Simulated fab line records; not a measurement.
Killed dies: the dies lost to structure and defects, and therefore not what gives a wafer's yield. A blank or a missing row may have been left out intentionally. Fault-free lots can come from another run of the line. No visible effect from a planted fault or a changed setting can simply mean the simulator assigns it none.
One fault seen from 3 desks / flow n5 finfet / what lay behind the numbers comes last; until then each desk has only its own

## THE DEFECT DESK
Lot by lot, what the route's inspections counted, given as the mean of those sampled wafers with a number. If a lot's mean is further than 4 standard deviations from the usual mean, the lot is out of limits and carries the mark OUT (the distance appears in the brackets).
Columns: A = raw defect count at N5_BEOL_M9_INSPECT_30, usual 394
lot=L837; first seen here=day 9 22:21; A=354
lot=L840; first seen here=day 10 14:35; A=461
lot=L842; first seen here=day 11 09:16; A=521
lot=L844; first seen here=day 11 17:45; A=410
lot=L856; first seen here=day 15 05:29; A=273
lot=L858; first seen here=day 15 11:19; A=436
Finding of this desk: none of the 6 lots has anything out of limits.

## THE METROLOGY DESK
What the gauges read, lot by lot, whatever tool the lot ran on: means of the sampled wafers that have a number. If a lot's mean is further than 4 standard deviations from the usual mean, the lot is out of limits and carries the mark OUT (the distance appears in the brackets).
Columns: A = cd nm at N5_BEOL_M9_CD_MEAS_28, usual 70.0 nm; B = V8_OVL at N5_BEOL_M9_OVL_MEAS_29, usual 0.3 nm
lot=L837; first seen here=day 9 22:16; A=70.2; B=0.5
lot=L840; first seen here=day 10 14:31; A=70.3; B=0.3
lot=L842; first seen here=day 11 09:11; A=69.7; B=-0.1
lot=L844; first seen here=day 11 17:40; A=69.3; B=1.8
lot=L856; first seen here=day 15 05:23; A=69.9; B=0.9
lot=L858; first seen here=day 15 11:14; A=70.0; B=0.4
Finding of this desk: none of the 6 lots has anything out of limits.

## AT THE TOOL OWNER'S DESK: rie diel-03
The tool's own readings at N5_BEOL_M9_TRENCH_ETCH_37 (etches SiCOH lowk in C4F6/O2, target depth 151.43 nm, time 49 s): means of the sampled wafers that have a number, for each lot that ran on this tool. If a lot's mean is further than 4 standard deviations from the usual mean, the lot is out of limits and carries the mark OUT (the distance appears in the brackets).
Columns: A = drypump motor current A at N5_BEOL_M9_TRENCH_ETCH_37, usual 5.8 A; B = oes product au at N5_BEOL_M9_TRENCH_ETCH_37, usual 0.77 a.u.; C = rf fwd power W at N5_BEOL_M9_TRENCH_ETCH_37, usual 341.5 W; D = rf vpp V at N5_BEOL_M9_TRENCH_ETCH_37, usual 661 V; E = showerhead plenum p Torr at N5_BEOL_M9_TRENCH_ETCH_37, usual 2.84 Torr; F = throttle valve pct at N5_BEOL_M9_TRENCH_ETCH_37, usual 21.06 %
lot=L840; first seen here=day 10 14:55; A=5.9; B=0.72; C=341.9; D=683; E=2.88; F=21.05
lot=L842; first seen here=day 11 09:35; A=6.5; B=0.67; C=340.0; D=686; E=2.81; F=21.21
lot=L844; first seen here=day 11 18:04; A=6.0; B=0.70; C=340.6; D=696; E=2.93; F=21.20
Finding of this desk: none of the 3 lots has anything out of limits.

## ALL TOGETHER
The defect desk saw nothing out of limits.
The metrology desk saw nothing out of limits.
Nothing out of limits was seen by the tool owner's desk.

## WHAT WAS PUT IN BY THE SIMULATOR
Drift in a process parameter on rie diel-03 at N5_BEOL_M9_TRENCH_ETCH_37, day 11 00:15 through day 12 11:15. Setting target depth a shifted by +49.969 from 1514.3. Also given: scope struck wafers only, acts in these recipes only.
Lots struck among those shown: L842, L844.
